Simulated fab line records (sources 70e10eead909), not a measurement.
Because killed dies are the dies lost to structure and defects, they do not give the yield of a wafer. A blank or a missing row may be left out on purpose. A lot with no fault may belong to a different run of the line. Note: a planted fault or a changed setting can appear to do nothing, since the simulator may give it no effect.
fab line records	flow nand-harc
[record] lots = 6	wafers = 18	last-day = 23
route steps=1159 shown P_M2@332 END@1159
lots untouched by any fault: they come from a run of this same line in which no faults occurred
start-h: the number of hours between the record's first day and the start of the first shown wafer of the lot	wait-h: how many hours have passed since the lot's step before this one	" as in the row above	L1.1+2: a row that stands for several wafers	- value missing, or start not given	* or withheld: withheld	< > ~ a bound
route shown NAME@n: NAME is a module with steps in the file, n the number in the route of the first one	usual: the fault-free wafers' mean and standard deviation	same: alike in all rows	chamber/n: place in a boat	sites: per-site readings	_std_site: standard deviation of those values	_edge_site: the outer-site mean with the inner-site mean subtracted	radius-mm: how far each site lies from the wafer's centre	mask NAME#n: copy n	behind: the tool/chamber that last shaped the wafer	hold: what put the lot on hold/how long, in hours/how the hold closed	device: which transistor (n, p or np) failed to switch	end of line: at the end of the route, the tests of the same wafers	for a step that has no rows: nothing shown but its recipe	killed: count of dies lost to structure and defects at first sort (not the wafer's yield)	map: dies across one wafer; x = killed, . = not, _ = none there
set.NAME: the setting that was run; set.NAME@STEP: the one run at that earlier step	model.NAME: the simulator's own value behind a step, which no gauge read
certain route steps with their lots: each step a table, each wafer a row
services: when a tool's chamber went out of use (start-h, in hours from the record's first day, below 0 if earlier), for how many hours, and the reason
[[steps]]
[step NHARC_P_M2_ETCH_35]
[recipe] target-depth-a = 400	overetch-a = 120	time-s = 43.94	ion-energy-ev = 200	n2-flow-sccm = 150	h2-flow-sccm = 150	ar-flow-sccm = 0	rf-w = 400	bias-w = 150	chemistry = N2/H2
[usual] chamber-pressure-mTorr = 29.998/0.026	drypump-motor-current-A = 6.0/0.47	n2-flow-sccm = 150.0/0.48	oes-product-au = 0.997/0.0088	rf-vpp-V = 431.4/2.8	showerhead-plenum-p-Torr = 2.07/0.098	throttle-valve-pct = 14.172/0.01
lot.wafer	tool	chamber	start-h	wait-h	chamber-pressure-mTorr	drypump-motor-current-A	n2-flow-sccm	oes-product-au	rf-hours-counter-h	rf-vpp-V	showerhead-plenum-p-Torr	throttle-valve-pct
L355.4	rie-diel-07	1	139.90	0.1	29.968	6.7	149.7	0.995	2	430.4	2.08	14.171
L355.3	"	3	"	"	30.003	6.3	150.6	1.014	2	430.9	2.08	14.192
L355.1	"	0	"	"	30.026	5.4	150.9	0.998	2	427.0	1.91	14.159
L358.4	rie-diel-07	2	154.59	0.1	29.993	5.8	150.5	0.995	3	435.2	2.20	14.171
L358.1	"	3	"	"	30.025	6.3	150.0	0.994	3	433.1	2.08	14.179
L358.5	"	2	"	"	29.940	5.8	150.5	0.998	-	435.0	2.20	14.188
L362.1	rie-diel-07	0	175.17	0.1	29.961	5.4	150.2	0.996	3	428.3	1.91	14.162
L362.5	"	1	"	"	30.002	6.7	149.7	0.991	-	431.3	2.08	14.184
L362.6	"	2	"	"	30.003	5.8	149.9	0.986	-	433.9	2.20	14.174
L361.3	rie-diel-07	1	180.11	0.1	30.050	6.7	149.7	0.994	3	430.9	2.08	14.164
L361.1	"	0	"	"	30.010	5.4	149.4	0.985	4	426.5	1.91	14.183
L361.5	"	1	"	"	30.003	6.7	149.7	0.985	-	432.4	2.08	14.186
L367.1	rie-diel-11	2	219.10	0.1	30.031	5.8	149.9	1.009	4	426.4	1.93	14.174
L367.3	"	3	"	"	29.957	5.8	149.8	1.009	4	429.3	2.07	14.184
L367.6	"	2	"	"	29.975	5.8	149.6	1.007	-	428.0	1.93	14.180
L369.4	rie-diel-07	3	225.41	0.1	30.024	6.3	149.5	1.005	5	430.3	2.08	14.173
L369.2	"	1	"	"	29.941	6.6	150.1	1.003	5	433.4	2.08	14.169
L369.6	"	3	"	"	30.001	6.3	149.9	1.010	-	432.7	2.08	14.163
[step NHARC_P_M2_ETCH_15]
[recipe] target-depth-a = 1825	time-s = 91.2	c4f8-flow-sccm = withheld	ar-flow-sccm = 400	rf-w = 600	bias-w = 300	chemistry = C4F8/Ar
[usual] chamber-pressure-mTorr = 24.997/0.024	oes-product-au = 0.948/0.02	rf-vpp-V = 441/3
lot.wafer	tool	chamber	start-h	wait-h	chamber-pressure-mTorr	oes-product-au	rf-hours-counter-h	rf-vpp-V
L355.4	rie-diel-07	2	-	-	24.932	0.955	2	445
L355.1	"	3	"	"	24.997	0.966	2	443
L355.3	"	0	"	"	25.011	0.961	2	437
L358.4	rie-diel-07	1	-	-	24.980	0.965	3	443
L358.1	"	2	"	"	25.002	0.945	3	445
L358.5	"	1	"	"	24.949	0.972	-	442
L362.1	rie-diel-07	0	-	-	24.999	0.928	3	436
L362.6	"	2	"	"	24.979	0.918	-	445
L362.5	"	3	"	"	24.986	0.931	-	442
L361.1	rie-diel-07	3	-	-	25.013	0.971	4	444
L361.3	"	0	"	"	24.979	0.976	4	437
L361.5	"	3	"	"	25.018	0.961	-	441
L367.1	rie-diel-11	2	-	-	25.040	0.961	4	440
L367.3	"	3	"	"	25.013	0.969	4	442
L367.6	"	1	"	"	25.014	0.949	-	445
L369.4	rie-diel-07	0	-	-	24.984	0.972	5	439
L369.2	"	2	"	"	24.960	0.952	6	447
L369.6	"	0	"	"	25.018	0.970	-	438
[step NHARC_P_M2_CD_MEAS_16]
[usual] cd-nm = 170.2/0.58
lot.wafer	tool	chamber	start-h	wait-h	cd-nm
L355.1	cd-sem-02	-	140.12	-	170.7
L355.3	"	-	"	"	170.2
L355.4	"	-	"	"	169.7
L358.1	cd-sem-03	-	154.81	-	170.8
L358.4	"	-	"	"	169.5
L358.5	"	-	"	"	170.9
L362.1	cd-sem-01	-	175.38	-	170.6
L362.5	"	-	"	"	169.7
L362.6	"	-	"	"	170.5
L361.1	cd-sem-03	-	180.33	-	170.5
L361.3	"	-	"	"	170.2
L361.5	"	-	"	"	170.4
L367.1	cd-sem-03	-	219.31	-	170.0
L367.3	"	-	"	"	170.5
L367.6	"	-	"	"	170.7
L369.2	cd-sem-01	-	225.63	-	171.6
L369.4	"	-	"	"	171.2
L369.6	"	-	"	"	171.3
[step NHARC_P_M2_STRIP_18]
[recipe] power-w = 1000	n2-flow-sccm = 150	h2-flow-sccm = 150	ar-flow-sccm = 0	bias-w = 0	chemistry = N2/H2
[step NHARC_P_M2_ETCH_28]
[recipe] target-depth-a = 300	over-etch-frac = 0.3	time-s = 72.99	ion-energy-ev = 150	cf4-flow-sccm = 50	n2-flow-sccm = 100	ar-flow-sccm = 150	rf-w = 300	bias-w = 100	chemistry = CF4/N2
[usual] chamber-pressure-mTorr = 30.002/0.029	drypump-motor-current-A = 6.0/0.45	n2-flow-sccm = 100.00/0.29	oes-product-au = 0.997/0.0078	rf-vpp-V = 314.8/2.1	showerhead-plenum-p-Torr = 2.67/0.12	throttle-valve-pct = 19.794/0.0091
lot.wafer	tool	chamber	start-h	wait-h	chamber-pressure-mTorr	drypump-motor-current-A	n2-flow-sccm	oes-product-au	rf-hours-counter-h	rf-vpp-V	showerhead-plenum-p-Torr	throttle-valve-pct
L355.4	rie-diel-07	1	-	-	30.053	6.7	100.04	1.011	2	314.7	2.68	19.800
L355.3	"	2	"	"	29.998	5.8	100.38	0.996	2	316.7	2.81	19.786
L355.1	"	0	"	"	30.018	5.4	99.72	1.000	2	311.9	2.48	19.819
L358.1	rie-diel-07	1	-	-	30.029	6.6	100.35	0.996	3	314.4	2.68	19.790
L358.4	"	2	"	"	29.996	5.8	100.66	0.990	3	317.3	2.81	19.784
L358.5	"	3	"	"	29.979	6.3	100.14	0.998	-	314.4	2.67	19.794
L362.1	rie-diel-07	1	-	-	30.012	6.7	99.99	0.979	3	314.5	2.68	19.799
L362.6	"	0	"	"	30.063	5.4	99.77	0.991	-	312.8	2.48	19.800
L362.5	"	1	"	"	30.011	6.7	100.17	0.992	-	313.1	2.68	19.788
L361.1	rie-diel-07	0	-	-	30.011	5.4	100.11	0.993	4	310.7	2.47	19.798
L361.3	"	1	"	"	29.999	6.7	100.36	0.993	3	316.0	2.68	19.791
L361.5	"	3	"	"	30.004	6.3	99.49	1.001	-	314.3	2.67	19.790
L367.3	rie-diel-11	2	-	-	29.967	5.8	100.16	0.999	4	313.0	2.49	19.779
L367.1	"	3	"	"	30.059	5.8	100.28	1.008	4	315.8	2.67	19.783
L367.6	"	2	"	"	29.981	5.7	99.77	0.995	-	310.3	2.49	19.784
L369.4	rie-diel-11	2	-	-	29.985	5.8	100.10	1.010	5	312.1	2.49	19.798
L369.2	"	3	"	"	29.992	5.8	100.34	0.995	5	314.7	2.67	19.804
L369.6	"	2	"	"	30.002	5.8	99.68	1.002	-	311.7	2.49	19.792
[step NHARC_P_M2_STRIP_19]
[recipe] time-s = 600	temp-c = 30	chemistry = post-etch-residue-remover
[step NHARC_P_M2_DEGAS_29]
[recipe] temp-c = 250	time-s = 60
[step NHARC_P_M2_PRE_CLEAN_30]
[recipe] time-s = 30	temp-c = 280	gas = H2/He
[usual] heater-power-w = 409/43
lot.wafer	tool	chamber	start-h	wait-h	heater-power-w
L355.4	pvd-sputter-03	-	-	-	387
L355.3	"	-	"	"	506
L355.1	"	-	"	"	398
L358.4	pvd-sputter-03	-	-	-	445
L358.1	"	-	"	"	377
L358.5	"	-	"	"	505
L362.1	pvd-sputter-03	-	-	-	509
L362.5	"	-	"	"	381
L362.6	"	-	"	"	500
L361.1	pvd-sputter-01	-	-	-	469
L361.3	"	-	"	"	383
L361.5	"	-	"	"	382
L367.3	pvd-sputter-01	-	-	-	381
L367.1	"	-	"	"	468
L367.6	"	-	"	"	378
L369.2	pvd-sputter-03	-	-	-	441
L369.4	"	-	"	"	514
L369.6	"	-	"	"	444
[step NHARC_P_M2_PVD_20]
[recipe] target-thk-a = 50	bias-v = 168.6	power-w = 15000	chamber-pressure-pa = 0.12	time-s = 8.06	substrate-temp-c = 50	material = TaN
[step NHARC_P_M2_PVD_21]
[recipe] target-thk-a = 300	chamber-pressure-pa = 5	power-w = 5000	substrate-temp-c = 30	time-s = 20.49	material = Cu
[usual] throttle-valve-pct = 29.9/0.85
lot.wafer	tool	chamber	start-h	wait-h	throttle-valve-pct
L355.1	pvd-sputter-03	-	-	-	29.3
L355.3	"	-	"	"	28.9
L355.4	"	-	"	"	30.2
L358.1	pvd-sputter-03	-	-	-	29.1
L358.4	"	-	"	"	29.0
L358.5	"	-	"	"	30.2
L362.1	pvd-sputter-03	-	-	-	29.9
L362.6	"	-	"	"	29.0
L362.5	"	-	"	"	30.8
L361.1	pvd-sputter-01	-	-	-	29.3
L361.3	"	-	"	"	28.4
L361.5	"	-	"	"	29.2
L367.3	pvd-sputter-01	-	-	-	31.0
L367.1	"	-	"	"	30.3
L367.6	"	-	"	"	29.5
L369.4	pvd-sputter-03	-	-	-	30.5
L369.2	"	-	"	"	30.2
L369.6	"	-	"	"	29.2
[step NHARC_P_M2_ECD_22]
[recipe] target-thk-a = 4000	bath-temp-c = 25	material = Cu
[step NHARC_P_M2_ANNEAL_31]
[recipe] temp-c = 225	time-s = 90
[step NHARC_P_M2_CMP_23]
[recipe] t-overpolish-s = 20	target-thk-nm = 144.3
[usual] edge-zone-pressure-frac = 0.999/0.0049	motor-current-A = 12.8/1.2	time-to-endpoint-s = 28.5/2.2
lot.wafer	tool	chamber	start-h	wait-h	edge-zone-pressure-frac	motor-current-A	time-to-endpoint-s
L355.3	cmp-04	1	142.03	-	0.990	15.1	27.6
L355.4	"	2	"	"	1.007	10.9	28.9
L355.1	"	3	"	"	0.993	11.7	26.5
L358.4	cmp-04	1	156.67	-	0.991	14.7	27.9
L358.1	"	3	"	"	1.000	11.5	28.9
L358.5	"	0	"	"	1.003	14.5	26.8
L362.1	cmp-04	0	177.19	-	-	-	-
L362.6	"	0	"	"	-	-	-
L362.5	"	1	"	"	-	-	-
L361.1	cmp-04	1	182.50	-	-	-	-
L361.3	"	2	"	"	-	-	-
L361.5	"	0	"	"	-	-	-
L367.3	cmp-02	0	221.30	-	1.002	11.8	30.4
L367.1	"	1	"	"	0.998	12.8	31.8
L367.6	"	3	"	"	0.994	12.7	30.2
L369.2	cmp-01	2	227.43	-	0.999	11.4	28.6
L369.4	"	0	"	"	0.992	13.6	26.2
L369.6	"	3	"	"	0.991	13.1	31.2
[step NHARC_P_M2_THK_MEAS_24]
[recipe] thk-meas-gauge = xrf
[usual] thk-nm = 144.2/1.4
lot.wafer	tool	chamber	start-h	wait-h	hold	thk-nm
L355.1	film-metro-02	-	142.31	-	-	143.1
L355.3	"	-	"	"	-	143.0
L355.4	"	-	"	"	-	144.9
L358.1	film-metro-02	-	156.96	-	-	143.1
L358.4	"	-	"	"	-	144.8
L358.5	"	-	"	"	-	145.3
L362.1	film-metro-01	-	177.50	0.3	await-dispo/0.2h/release	397.4
L362.5	"	-	"	"	await-dispo/0.2h/release	396.2
L362.6	"	-	"	"	await-dispo/0.2h/release	399.9
L362.1	film-metro-01	-	177.67	0.2	-	395.2
L362.5	"	-	"	"	-	395.1
L362.6	"	-	"	"	-	401.7
L361.1	film-metro-01	-	182.75	0.2	await-dispo/0.2h/release	400.9
L361.3	"	-	"	"	await-dispo/0.2h/release	401.1
L361.5	"	-	"	"	await-dispo/0.2h/release	396.2
L361.1	film-metro-01	-	182.93	0.2	-	402.6
L361.3	"	-	"	"	-	400.8
L361.5	"	-	"	"	-	397.1
L367.1	film-metro-02	-	221.56	-	-	145.3
L367.3	"	-	"	"	-	144.7
L367.6	"	-	"	"	-	145.1
L369.2	film-metro-02	-	227.74	-	-	144.5
L369.4	"	-	"	"	-	143.9
L369.6	"	-	"	"	-	145.0
[step NHARC_END_SORT_01]
[recipe] temp-c = 25
[usual] defect-limited-yield = 95.8/1.2	killed-at-array = 24/7.4	killed-at-other = 0.5/0.81	killed-at-periphery = 3.4/2.3	killed-dies = 28/8	killed-open = 3.4/1.8	killed-short = 2.0/1.4	sort_bin_2_pct = 1.3/0.54	sort_bin_3_pct = 0.23/0.2	sort_bin_4_pct = 2.7/0.77	sort-n-pass = 649/8	sort-rim-yield-pct = 94.2/2.7	sort-yield-pct = 95.8/1.2
[same] gross-dies = 677	sort_bin_5_pct[%] = 0	sort_bin_6_pct[%] = 0	sort_bin_7_pct[%] = 0	sort_bin_8_pct[%] = 0	sort-rim-n-gross = 106.00
lot.wafer	tool	chamber	start-h	wait-h	defect-limited-yield[%]	killed-at-array	killed-at-other	killed-at-periphery	killed-dies	killed-open	killed-short	sort_bin_2_pct[%]	sort_bin_3_pct[%]	sort_bin_4_pct[%]	sort-n-pass	sort-rim-yield-pct[%]	sort-yield-pct[%]
L367.3	prober-01	0	555.37	3.1	96.2	21	3	2	26	2	0	1.5	0	2.4	651	95.3	96.2
L367.6	prober-01	0	557.79	4.0	96.8	19	1	2	22	3	0	0.6	0.15	2.5	655	99.1	96.8
// killed by level:class
L367.3 A_STAIRCASE:chamber-film-flake=10 A_CHANNEL_HOLE_D1:chamber-film-flake=6 A_CONTACT:chamber-film-flake=5 THIN_TSV:chamber-film-flake=3 P_CONTACT:geometric-particle:open=2
L367.6 A_CHANNEL_HOLE_D1:chamber-film-flake=5 A_STAIRCASE:chamber-film-flake=5 A_CONTACT:chamber-film-flake=4 A_M0:geometric-particle:open=2 A_CONTACT:geometric-particle:open=1 P_STI:chamber-film-flake=1 P_GATE:chamber-film-flake=1 A_CHANNEL_FILL_D1:chamber-film-flake=1
[[services]]
tool	chamber	start-h	hours	kind
rie-diel-07	-	117.51	0.3	repair
rie-diel-07	0	120.89	-	clean
rie-diel-07	1	120.89	-	clean
rie-diel-07	2	120.89	-	clean
rie-diel-07	3	120.89	-	clean
cmp-02	-	128.97	4.0	pm
rie-diel-11	2	140.05	15.5	repair
cmp-02	-	140.09	0.9	repair
rie-diel-07	0	145.39	-	clean
rie-diel-07	1	145.39	-	clean
rie-diel-07	2	145.39	-	clean
rie-diel-07	3	145.39	-	clean
cmp-01	-	146.72	1.0	repair
pvd-sputter-01	-	158.00	10.0	pm
cmp-04	-	165.70	1.1	repair
cmp-01	-	167.05	1.3	repair
cmp-02	-	167.25	5.0	repair
cmp-01	-	179.50	4.0	pm
rie-diel-11	-	189.50	9.0	pm
cmp-01	-	195.96	0.4	repair
pvd-sputter-03	-	202.88	5.0	repair
cmp-04	-	203.08	4.0	pm
rie-diel-07	-	209.87	2.0	repair
cmp-02	-	226.97	4.0	pm
[[key]]
[first-sign] step = NHARC_P_M2_CMP_23	reading = tool-record	direction = missing
[effect] step = NHARC_P_M2_THK_MEAS_24	reading = visit	direction = added
[effect] step = NHARC_P_M2_THK_MEAS_24	reading = thk-nm	direction = up	sigmas = 99+	usual = 144.2	struck = 398.6
met-at NHARC_P_M2_CMP_23
struck-wafers L361.1,L361.3,L361.5,L362.1,L362.5,L362.6
scrapped-behind NHARC_P_M2_THK_MEAS_24 L361.1,L361.3,L361.5,L362.1,L362.5,L362.6
onset-between 156.67 177.19
[fault] kind = skipped-step-whole	tool = cmp-04	chamber = -	onset-h = 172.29	steps = NHARC_P_M2_CMP_23	scope = struck-lots-only
